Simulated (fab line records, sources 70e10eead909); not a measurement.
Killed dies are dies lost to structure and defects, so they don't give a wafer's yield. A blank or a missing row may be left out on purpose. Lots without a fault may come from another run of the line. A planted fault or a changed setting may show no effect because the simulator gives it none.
Chamber matching | flow nand_harc | NHARC_A_CHANNEL_FILL_D2_ALD_02 on ald_hk-03: 4 sister chambers
The step deposits SiO2, target thk 6 nm, pulse time 10 s, ald cycles 60. 4 wafers are shown with their chamber, then 9 later ones without.

WAFERS WITH THEIR CHAMBER
wafer  | chamber | heater_power_w (W)
L076.3 | 1       | 424
L079.4 | 0       | 496
L092.5 | 3       | 494
L092.6 | 2       | 480

WAFERS WITHOUT THEIR CHAMBER
wafer  | heater_power_w (W)
L095.1 | 479
L095.2 | 499
L095.4 | 507
L097.2 | 488
L097.5 | 497
L097.6 | 416
L096.2 | 425
L096.4 | 501
L096.6 | 493

WHICH CHAMBER EACH WENT THROUGH
wafer  | from the rows above          | in truth
L095.1 | 2                            | 2
L095.2 | can't be placed: 0 or 3      | 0
L095.4 | can't be placed: 0 or 3      | 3
L097.2 | can't be placed: 3 or 0 or 2 | 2
L097.5 | can't be placed: 0 or 3      | 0
L097.6 | 1                            | 1
L096.2 | 1                            | 1
L096.4 | can't be placed: 0 or 3      | 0
L096.6 | can't be placed: 3 or 0      | 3
Placed correctly: 3 of 9. Can't be placed from these rows: 6 (the true chamber is among the candidates in 6). Placed wrongly: 0.
How it was worked out, from the rows above alone: a wafer's distance from a chamber is the root of the sum, over the readings, of the square of ((its reading less the chamber's mean) divided by the reading's scatter). The wafer belongs to the nearest chamber; if the next one is less than 2 further off, it can't be placed. A chamber's mean is the mean of its shown wafers. The scatter: with one shown wafer a chamber, the root of the mean of the squares of how far each hidden wafer lies from its nearest shown one.
